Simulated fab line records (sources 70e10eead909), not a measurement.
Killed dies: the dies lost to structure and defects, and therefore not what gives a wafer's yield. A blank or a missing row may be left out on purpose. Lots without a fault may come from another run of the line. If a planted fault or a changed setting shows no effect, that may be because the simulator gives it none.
Problem report, 8D (eight disciplines) form, completed by code || flow nandHarc || the parts of the form that need people (team, actions taken, sign-off) are left out

== 1. THE ISSUE ==
At NHARC_END_SORT_01, killedAtPeriphery averages 66.0 over 6 wafers from 2 lots, while fault-free wafers read 3.5, standard deviation 2.2. That puts it +28 standard deviations away from the usual mean.
First seen on wafer L842.1, day 31 13:04, on prober-01. Wafers with a number at this step in the record: 6, from 2 lots. Rule for "out", or "out of limits": more than 4 standard deviations from the usual mean. All remaining wafers that have a number are taken as sound.

== 2. WHAT THIS IS AND IS NOT ==
{"question": "which readings at this step", "is": "killedAtPeriphery", "is not": "killedAtArray, killedAtOther, killedOpen, killedShort"}
{"question": "which lots", "is": "L842, L844", "is not": "-"}
{"question": "which wafers of those lots", "is": "all that have a number", "is not": "-"}
{"question": "read on which gauges", "is": "prober-01, prober-02", "is not": "-"}
{"question": "when", "is": "from day 31 13:04", "is not": "up to then (0 sound wafers)"}

== 3. WHAT RULES OUT EACH SUSPECT ==
Counting: a tool stays on the suspect list if, at a process step up to the reading, it processed all lots that are out and no sound lot following the first of them.
- the gauge at NHARC_END_SORT_01 has been ruled out. 2 gauges (prober-01, prober-02) read the wafers that are out.
- aldMetal-02 at NHARC_P_CONTACT_ALD_22 (deposits TiN, target thk 3 nm, pulse time 1 s, ald cycles 150): kept. It ran every lot that is out, first L842 (day 13 12:19), and no sound lot after that.
- cmp-02 at NHARC_THIN_TSV_CMP_01 (polishes): kept. It ran every lot that is out, first L842 (day 30 20:37), and no sound lot after that.
Remaining after the count are aldMetal-02 at NHARC_P_CONTACT_ALD_22 and cmp-02 at NHARC_THIN_TSV_CMP_01.

== 4. THE CAUSE (what the simulator had put in) ==
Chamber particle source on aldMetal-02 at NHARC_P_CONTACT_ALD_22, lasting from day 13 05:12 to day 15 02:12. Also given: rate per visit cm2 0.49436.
2 suspects survive the count, and this tool is in that group.

== 5. THE EFFECT CHAIN, in route order ==
One row per reading whose mean, taken over the struck wafers that have a number, lies over 3 standard deviations from the usual. Readings are gone through only where the record gives a usual standard deviation; hours: the median, over the lots, of the time from a lot's start at the first step in this table giving one to that lot's start at this step; sigmas: the change measured in usual standard deviations.
{"hours": 0, "step": "NHARC_END_SORT_01", "reading": "killedAtPeriphery", "usual": 3.5, "on struck wafers": 66.0, "change": "+62.5", "sigmas": "+28"}

== 6. HOW IT WOULD HAVE BEEN CAUGHT EARLIER ==
The first out-of-limits reading at a measuring or inspecting step in this record came at day 31 13:04, 440 hours after the fault's start at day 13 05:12.
An alarm limit of 4 standard deviations would not have fired on the tool readings at NHARC_P_CONTACT_ALD_22 for which the record gives a usual standard deviation, since none of them was out on any struck wafer.
The start of NHARC_P_CONTACT_ALD_22 on aldMetal-02 came by day 31 13:04 for every one of the lots that are out (2). A hold on the tool at that time would have spared none of them.
